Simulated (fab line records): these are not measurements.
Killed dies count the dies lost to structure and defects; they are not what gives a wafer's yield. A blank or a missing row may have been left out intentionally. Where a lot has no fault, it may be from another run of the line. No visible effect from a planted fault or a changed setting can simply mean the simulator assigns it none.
Comparing a struck lot with a sound one -- flow n5_finfet -- 36 steps out of a route of 1938
Sound: the wafers L213.2, L213.3, L213.6. The struck wafers were L224.1, L224.5, L224.6. The cause is given at the end.
For every step that has rows: the tool of each side, followed by ch and its chambers, followed by its first start. Under that, the readings that differ: sound wafers -- struck wafers -- difference of the means -- sigmas: that difference in standard deviations of wafers without a fault.
alike: readings with means less than 2 such deviations apart, plus words and numbers identical on both sides. not compared: withheld readings, readings lacking a value on some wafer, bounds such as >300 that could conceal the same value, and numbers that have no deviation in the record and whose values overlap.
The two part at a step that has a row with sigmas, a row that says differs or no value, or rows on one side only. When numbers do not overlap yet have no deviation, they are printed without sigmas and do not part them. A reading missing from all wafers of one side parts the sides only when that side holds two or more wafers.

first, 9 steps without rows for these wafers: N5_BEOL_M4_ANNEAL_95 (time 240 s); N5_BEOL_M4_SPUTTER_96 (material Cu, target thk 4.5 nm, time 8.29 s); N5_BEOL_M4_ECD_50 (material Cu, target thk 300 nm); N5_BEOL_M4_ANNEAL_51 (time 90 s); N5_BEOL_M4_CMP_52 (polishes, stops on SiOC, t overpolish 6.8 s, target thk 40 nm); N5_BEOL_M4_PRE_CLEAN_60 (time 15 s); N5_BEOL_M4_CO_CAP_55 (material Co, precursor CCTBA/H2, target thk 2 nm, time 102.1 s); N5_BEOL_M4_PRE_CLEAN_56 (time 15 s); N5_BEOL_M4_DEP_57 (deposits SiCN from 3MS/NH3, target thk 8 nm, time 14 s).
N5_BEOL_M4_RC_MEAS_101:
  sound on prober-01 ch 0, day 10 14:56; struck on prober-02 ch 0, day 14 18:13
reading,sound,struck,difference,sigmas
IOFF_P (nA/um),0.23 0.23 0.22,0.16 0.14 0.14,-0.08,-2
SS_N (mV/dec),72.2 71.8 72.7,70.2 71.0 70.6,-1.6,-2
VT_P (mV),-247 -248 -248,-254 -257 -255,-8,-2
  alike: DIBL_N, DIBL_P, IOFF_N, ION_N, ION_P, SS_P, VT_N
then, 24 steps without rows for these wafers: N5_BEOL_M5_ILD_DEP_00 (deposits SiCOH lowk from DEMS/porogen, target thk 140.64 nm, time 25.9 s); N5_BEOL_M5_CURE_79 (cures SiCOH lowk, time 240 s); N5_BEOL_M5_PECVD_70 (deposits SiO2 from TEOS/O2, target thk 16 nm, time 18 s); N5_BEOL_M5_HM_DEP_02 (deposits TiN, target thk 20 nm); N5_BEOL_M5_COAT_59 (time 60 s, resist thk 60 nm); N5_BEOL_M5_COAT_60 (time 60 s, resist thk 12 nm); N5_BEOL_M5_COAT_71 (time 60 s, resist thk 5 nm); N5_BEOL_M5_COAT_05 (resist thk 30 nm); N5_BEOL_M5_EBR_07; N5_BEOL_M5_SOFTBAKE_06 (time 60 s); N5_BEOL_M5_EXPOSE_08 (exposes mask M5, target cd 28 nm); N5_BEOL_M5_PEB_09 (peb time 60 s); N5_BEOL_M5_DEVELOP_10 (develop time 30 s); N5_BEOL_M5_DESCUM_16 (chemistry O2, time 7 s); N5_BEOL_M5_ETCH_72 (etches underlayer in N2/H2, target depth 6.5 nm, time 5.2 s); N5_BEOL_M5_ETCH_61 (etches SiARC in CF4, target depth 15.6 nm, time 26 s); N5_BEOL_M5_ETCH_62 (etches SOC in N2/H2, target depth 75 nm, overetch 15 nm, time 112.5 s); N5_BEOL_M5_STRIP_63 (strips in N2/H2); N5_BEOL_M5_STRIP_73 (strips in N2/H2); N5_BEOL_M5_STRIP_64 (strips in CF4); N5_BEOL_M5_HM_OPEN_17 (chemistry Cl2/BCl3, target TiN, target depth 20 nm, overetch 6 nm); N5_BEOL_M5_STRIP_19 (strips in O2); N5_BEOL_M5_COAT_65 (time 60 s, resist thk 60 nm); N5_BEOL_M5_COAT_66 (time 60 s, resist thk 12 nm).
N5_BEOL_M6_VIA_ETCH_34: etches SiCOH lowk in C4F6/O2, target depth 126.3 nm, time 50.9 s.
  sound on rie_diel-03 ch 0,2,3, day 11 17:10; struck on rie_diel-03 ch 1,2, day 15 12:54
  no value came back on the struck wafers for any of 9 readings (C4F6_flow_sccm (sccm), O2_flow_sccm (sccm) and others); on the sound wafers C4F6_flow_sccm (sccm) reads 9.955 9.952 9.994
reading,sound,struck,difference,sigmas
model.SiARC_of_BEOL_M6_COAT_64.thk_nm (nm),0 0 0,6.2 6.2 6.2,+6.2,
model.SOC_of_BEOL_M6_COAT_63.thk_nm (nm),53.8 54 53.6,60 59.8 60.2,+6,
  not compared: rf_hours_counter_h
-- here the record skips 4 days between the struck wafers' starts before and after, leaving off in module BEOL_M6 and picking up in module PASSIVATION (first step shown: number 1936 of the route) --
N5_PASSIVATION_PROBE_49:
  the record has rows for the struck wafers here (prober-02, day 19 02:46) and none for the sound ones

WHERE THEY PART
Last at N5_PASSIVATION_PROBE_49 as far as this record goes, first at N5_BEOL_M4_RC_MEAS_101.

WHY: whatever the simulator had introduced
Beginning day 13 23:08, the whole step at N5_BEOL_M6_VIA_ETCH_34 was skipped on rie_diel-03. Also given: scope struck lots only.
